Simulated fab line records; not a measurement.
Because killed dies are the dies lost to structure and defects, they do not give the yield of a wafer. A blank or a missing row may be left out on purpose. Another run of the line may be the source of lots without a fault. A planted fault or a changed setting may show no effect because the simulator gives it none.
Matching of chambers :: flow n5Finfet :: N5_BEOL_M10_ALD_74 on aldMetal-02 has 4 sister chambers
The step deposits TaN, target thk 2 nm, pulse time 2 s, purge time 3 s. 14 wafers are shown with their chamber, then 7 later ones without.

== WAFERS WITH THEIR CHAMBER ==
wafer: L076.3
chamber: 3
heaterPowerW (W): 417
heaterPowerOuterW (W): 244

wafer: L076.4
chamber: 2
heaterPowerW (W): 402
heaterPowerOuterW (W): 225

wafer: L076.5
chamber: 0
heaterPowerW (W): 501
heaterPowerOuterW (W): 270

wafer: L081.2
chamber: 3
heaterPowerW (W): 433
heaterPowerOuterW (W): 237

wafer: L081.3
chamber: 2
heaterPowerW (W): 393
heaterPowerOuterW (W): 231

wafer: L081.5
chamber: 2
heaterPowerW (W): 397
heaterPowerOuterW (W): 228

wafer: L083.1
chamber: 0
heaterPowerW (W): 509
heaterPowerOuterW (W): 275

wafer: L083.2
chamber: 1
heaterPowerW (W): 387
heaterPowerOuterW (W): 215

wafer: L083.6
chamber: 0
heaterPowerW (W): 498
heaterPowerOuterW (W): 272

wafer: L084.2
chamber: 3
heaterPowerW (W): 430
heaterPowerOuterW (W): 239

wafer: L084.4
chamber: 3
heaterPowerW (W): 424
heaterPowerOuterW (W): 239

wafer: L084.5
chamber: 0
heaterPowerW (W): 506
heaterPowerOuterW (W): 267

wafer: L085.1
chamber: 3
heaterPowerW (W): 418
heaterPowerOuterW (W): 236

wafer: L085.3
chamber: 1
heaterPowerW (W): 373
heaterPowerOuterW (W): 220

SIGNATURES (means of the wafers above)
reading: heaterPowerW
chamber 0: 503.50
chamber 1: 380.00
chamber 2: 397.33
chamber 3: 424.40
scatter within a chamber: 6.43

reading: heaterPowerOuterW
chamber 0: 271.00
chamber 1: 217.50
chamber 2: 228.00
chamber 3: 239.00
scatter within a chamber: 3.2
Rule: distance of a wafer from a chamber = root of the sum over the readings of ((wafer's reading minus chamber's mean) / reading's scatter) squared. If the next closest chamber is less than 2 further off than the closest, the wafer can't be placed; otherwise it belongs to the closest. The scatter is the square root of a quotient: the sum, over the shown wafers, of each reading's squared deviation from its chamber's mean, divided by wafers minus chambers.

== WAFERS MISSING THEIR CHAMBER ==
wafer: L085.6
heaterPowerW (W): 504
heaterPowerOuterW (W): 275

wafer: L087.3
heaterPowerW (W): 432
heaterPowerOuterW (W): 236

wafer: L087.4
heaterPowerW (W): 503
heaterPowerOuterW (W): 272

wafer: L087.5
heaterPowerW (W): 379
heaterPowerOuterW (W): 223

wafer: L094.2
heaterPowerW (W): 386
heaterPowerOuterW (W): 215

wafer: L094.3
heaterPowerW (W): 433
heaterPowerOuterW (W): 245

wafer: L094.6
heaterPowerW (W): 438
heaterPowerOuterW (W): 238

== WHICH CHAMBER EACH WENT THROUGH ==
wafer: L085.6
from the rows above: 0
in truth: 0

wafer: L087.3
from the rows above: 3
in truth: 3

wafer: L087.4
from the rows above: 0
in truth: 0

wafer: L087.5
from the rows above: can't be placed: 1 or 2
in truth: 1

wafer: L094.2
from the rows above: 1
in truth: 1

wafer: L094.3
from the rows above: 3
in truth: 3

wafer: L094.6
from the rows above: 3
in truth: 3
Correct placement for 6 of the 7. Unplaceable from these rows: 1, with the true chamber sitting among the candidates in 1. Number placed wrongly: 0.
